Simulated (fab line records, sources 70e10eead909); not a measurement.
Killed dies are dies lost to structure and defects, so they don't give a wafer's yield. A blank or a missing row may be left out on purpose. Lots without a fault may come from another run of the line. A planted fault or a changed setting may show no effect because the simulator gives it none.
Problem report in the 8D (eight disciplines) form, filled by code | flow nand_harc | the parts of the form that need people (team, actions taken, sign-off) are left out

1. THE PROBLEM
killed_at_array at NHARC_END_SORT_01 reads a mean of 298 on 2 wafers of 2 lots; wafers without a fault read 57 with a standard deviation of 20. That is +12 standard deviations from the usual mean.
First seen on wafer L834.5, day 32 16:22, on prober-01. The record holds 33 wafers of 11 lots with a number at this step. Rule for "out", or "out of limits": more than 4 standard deviations from the usual mean. The other wafers with a number count as sound.

2. WHAT IT IS AND WHAT IT IS NOT
question                    | is                           | is not
which readings at this step | killed_at_array, killed_dies | killed_at_other, killed_at_periphery, killed_open, killed_short
which lots                  | L834, L836                   | L817, L819, L820, L823, L824, L833, L838, L839, L840
which wafers of those lots  | L834.5, L836.1               | L834.1, L834.4, L836.4, L836.5
read on which gauges        | prober-01                    | prober-02
when                        | from day 32 16:22            | up to then (20 sound wafers); but 11 sound wafers of L836, L838, L839, L840 came after

3. SUSPECTS, AND WHAT RULES EACH OUT
Counting: a tool at a process step up to the reading stays a suspect if it ran every lot that is out. Sound lots after the first of them don't rule it out here, since some wafers of a struck lot are sound.
- the gauge at NHARC_END_SORT_01: ruled out. All the wafers that are out were read on prober-01, but those of them that NHARC_A_BLC_ETCH_16 has rows for are out there too, on other tools.
- rie_diel-08 at NHARC_A_CONTACT_ETCH_92 (etches the open film in CH3F/O2, target depth 40 nm, time 85.7 s): kept. It ran every lot that is out, first L834 (day 30 09:58); its last sound lot up to then is L833 (day 28 15:49).
- rie_diel-08 at NHARC_A_CONTACT_ETCH_98 (etches the open film in C4F6/O2, target depth 20 nm, time 10 s): kept. It ran every lot that is out, first L834 (day 30 11:07); its last sound lot up to then is L833 (day 28 17:06). NHARC_A_CONTACT_ETCH_98 gives no start for some lots, so the hours and the order of its lots are those of NHARC_A_CONTACT_ALD_18.
- rie_diel-09 at NHARC_A_BLC_ETCH_16 (etches the open film in CF4, target depth 39 nm, time 65 s): kept. It ran every lot that is out, first L834 (day 30 13:18); its last sound lot up to then is L833 (day 28 19:19). Its own readings are out on those wafers: oes_product_au.
- Within rie_diel-09 at NHARC_A_BLC_ETCH_16: the wafers that are out ran in chamber 0; their sound lot-mates ran in chambers 2, 3.
Left after counting: rie_diel-08 at NHARC_A_CONTACT_ETCH_92, rie_diel-08 at NHARC_A_CONTACT_ETCH_98, rie_diel-09 at NHARC_A_BLC_ETCH_16.

4. THE CAUSE (what the simulator had put in)
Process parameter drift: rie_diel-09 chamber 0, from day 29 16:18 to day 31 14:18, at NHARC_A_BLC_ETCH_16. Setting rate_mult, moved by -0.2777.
Counting left 3 suspects, and this tool is among them.

5. THE CHAIN OF EFFECTS, in route order
Each row: a reading whose mean over the struck wafers that have a number lies more than 3 standard deviations from the usual. Only readings for which the record gives a usual standard deviation are gone through. hours: the time from each lot's start at the first step in this table that gives one to its start at this step, as a median over the lots. sigmas: the change in usual standard deviations.
hours | step                | reading         | usual      | on struck wafers | change | sigmas
0     | NHARC_A_BLC_ETCH_16 | oes_product_au  | 1.003 a.u. | 0.825            | -0.178 | -19
55    | NHARC_END_SORT_01   | killed_at_array | 57         | 298              | +241   | +12
55    | NHARC_END_SORT_01   | killed_dies     | 62         | 304              | +242   | +12
The process steps in it:
- NHARC_A_BLC_ETCH_16: etches the open film in CF4, target depth 39 nm, time 65 s.

6. WHAT WOULD HAVE CAUGHT IT SOONER
In this record the first reading out of limits at a measuring or inspecting step was taken at day 32 16:22, 72 hours after the fault began at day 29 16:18.
The tool's own readings at NHARC_A_BLC_ETCH_16 were out on every struck wafer that the step has a row for (oes_product_au): an alarm limit on them would have fired on the first of those.
All the lots that are out (2) had begun NHARC_A_BLC_ETCH_16 on rie_diel-09 by day 32 16:22. A hold on the tool at that time would have spared none of them.
